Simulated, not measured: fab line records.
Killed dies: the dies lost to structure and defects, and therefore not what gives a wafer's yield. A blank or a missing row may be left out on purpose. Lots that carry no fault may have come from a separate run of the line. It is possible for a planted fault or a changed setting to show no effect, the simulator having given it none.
Chamber matching -- flow n5-finfet -- N5_MOL_CONTACT_COAG_ETCHBACK_134 on rie-diel-01: 4 sister chambers
The step etches SiO2 in CHF3, target depth 10 nm, time 6.7 s. 4 wafers are shown with their chamber, then 7 later ones without.

## WAFERS WITH THEIR CHAMBER
wafer,chamber,showerhead-plenum-p-Torr (Torr)
L082.2,3,2.36
L082.5,2,2.34
L086.1,1,2.33
L086.5,0,2.40

## WAFERS WHOSE CHAMBER IS MISSING
wafer,showerhead-plenum-p-Torr (Torr)
L086.6,2.33
L092.1,2.33
L092.2,2.33
L092.3,2.35
L094.2,2.35
L094.4,2.40
L094.5,2.40

## WHICH CHAMBER EACH WENT THROUGH
wafer,from the rows above,in truth
L086.6,can't be placed: 1 or 2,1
L092.1,can't be placed: 1 or 2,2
L092.2,can't be placed: 1 or 2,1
L092.3,can't be placed: 3 or 2 or 1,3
L094.2,can't be placed: 3 or 2 or 1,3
L094.4,0,0
L094.5,0,0
Correct placement for 2 of the 7. From these rows, 5 cannot be placed; in 5 the true chamber is one of the candidates. Number placed wrongly: 0.
How it was worked out, from the rows above alone: a wafer's distance from a chamber is the root of the sum, over the readings, of the square of ((its reading less the chamber's mean) divided by the reading's scatter). If the next closest chamber is less than 2 further off than the closest, the wafer can't be placed; otherwise it belongs to the closest. Each chamber's mean is taken over the wafers shown for it. The scatter: with one shown wafer a chamber, the root of the mean of the squares of how far each hidden wafer lies from its nearest shown one.
